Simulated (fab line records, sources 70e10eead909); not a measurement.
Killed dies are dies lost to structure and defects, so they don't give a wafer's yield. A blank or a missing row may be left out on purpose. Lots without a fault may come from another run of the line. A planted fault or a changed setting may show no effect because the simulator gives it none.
Chamber matching | flow nand_harc | NHARC_A_CONTACT_ETCH_75 on rie_diel-07: 4 sister chambers
The step etches the open film in CF4, target depth 39 nm, time 65 s. 36 wafers are shown with their chamber, then 12 later ones without.

WAFERS WITH THEIR CHAMBER
wafer  | chamber | showerhead_plenum_p_Torr (Torr) | drypump_motor_current_A (A) | oes_product_au (a.u.)
L075.1 | 1       | 1.84                            | 5.9                         | 1.008
L075.2 | 3       | 1.81                            | 6.3                         | 1.007
L075.4 | 2       | 1.90                            | 6.1                         | 1.011
L077.2 | 3       | 1.81                            | 6.3                         | 1.006
L077.5 | 2       | 1.90                            | 6.1                         | 1.005
L077.6 | 1       | 1.84                            | 5.9                         | 0.999
L079.1 | 3       | 1.81                            | 6.2                         | 0.995
L079.3 | 2       | 1.89                            | 6.1                         | 1.016
L079.6 | 3       | 1.81                            | 6.2                         | 0.995
L079.2 | 0       | 1.84                            | 6.1                         | 1.007
L079.4 | 1       | 1.84                            | 5.9                         | 0.996
L079.5 | 2       | 1.89                            | 6.1                         | 1.013
L080.2 | 3       | 1.81                            | 6.2                         | 1.001
L080.3 | 0       | 1.84                            | 6.2                         | 1.005
L080.5 | 3       | 1.81                            | 6.2                         | 0.997
L081.1 | 3       | 1.81                            | 6.2                         | 0.998
L081.2 | 2       | 1.89                            | 6.1                         | 1.018
L081.4 | 1       | 1.83                            | 6.0                         | 1.009
L081.3 | 0       | 1.83                            | 6.2                         | 1.003
L081.5 | 1       | 1.84                            | 5.9                         | 0.991
L081.6 | 2       | 1.89                            | 6.1                         | 1.006
L082.2 | 0       | 1.83                            | 6.2                         | 1.005
L082.3 | 1       | 1.83                            | 5.9                         | 1.004
L082.4 | 3       | 1.81                            | 6.2                         | 1.008
L084.1 | 1       | 1.83                            | 6.0                         | 1.001
L084.2 | 2       | 1.89                            | 6.1                         | 1.008
L084.4 | 0       | 1.83                            | 6.2                         | 0.995
L085.1 | 2       | 1.89                            | 6.1                         | 1.018
L085.3 | 1       | 1.83                            | 5.9                         | 1.009
L085.6 | 1       | 1.83                            | 6.0                         | 1.008
L085.2 | 0       | 1.83                            | 6.1                         | 0.999
L085.4 | 3       | 1.80                            | 6.3                         | 1.002
L085.5 | 2       | 1.89                            | 6.1                         | 1.023
L086.1 | 2       | 1.89                            | 6.1                         | 1.005
L086.5 | 3       | 1.80                            | 6.2                         | 1.000
L086.6 | 2       | 1.89                            | 6.1                         | 1.008

SIGNATURES (means of the wafers above)
reading                  | chamber 0 | chamber 1 | chamber 2 | chamber 3 | scatter within a chamber
showerhead_plenum_p_Torr | 1.8333    | 1.8344    | 1.8918    | 1.8080    | 0.00461
drypump_motor_current_A  | 6.167     | 5.933     | 6.100     | 6.230     | 0.0412
oes_product_au           | 1.00233   | 1.00278   | 1.01191   | 1.00090   | 0.00565
Rule: a wafer's distance from a chamber is the root of the sum, over the readings, of the square of ((its reading less the chamber's mean) divided by the reading's scatter). The wafer belongs to the nearest chamber; if the next one is less than 2 further off, it can't be placed. The scatter: the root of (the sum of the squares of (reading less its chamber's mean) over the shown wafers, divided by (wafers less chambers)).

WAFERS WITHOUT THEIR CHAMBER
wafer  | showerhead_plenum_p_Torr (Torr) | drypump_motor_current_A (A) | oes_product_au (a.u.)
L088.3 | 1.83                            | 6.1                         | 1.010
L088.5 | 1.83                            | 5.9                         | 1.001
L088.6 | 1.83                            | 6.1                         | 0.999
L089.3 | 1.83                            | 6.1                         | 1.009
L089.4 | 1.89                            | 6.1                         | 0.987
L089.6 | 1.83                            | 5.9                         | 0.996
L090.2 | 1.89                            | 6.1                         | 0.996
L090.4 | 1.80                            | 6.2                         | 1.002
L090.5 | 1.89                            | 6.1                         | 0.988
L097.2 | 1.80                            | 6.2                         | 1.000
L097.3 | 1.83                            | 6.1                         | 0.998
L097.5 | 1.89                            | 6.1                         | 0.990

WHICH CHAMBER EACH WENT THROUGH
wafer  | from the rows above | in truth
L088.3 | 0                   | 0
L088.5 | 1                   | 1
L088.6 | 0                   | 0
L089.3 | 0                   | 0
L089.4 | 2                   | 2
L089.6 | 1                   | 1
L090.2 | 2                   | 2
L090.4 | 3                   | 3
L090.5 | 2                   | 2
L097.2 | 3                   | 3
L097.3 | 0                   | 0
L097.5 | 2                   | 2
Placed correctly: 12 of 12. Can't be placed from these rows: 0. Placed wrongly: 0.
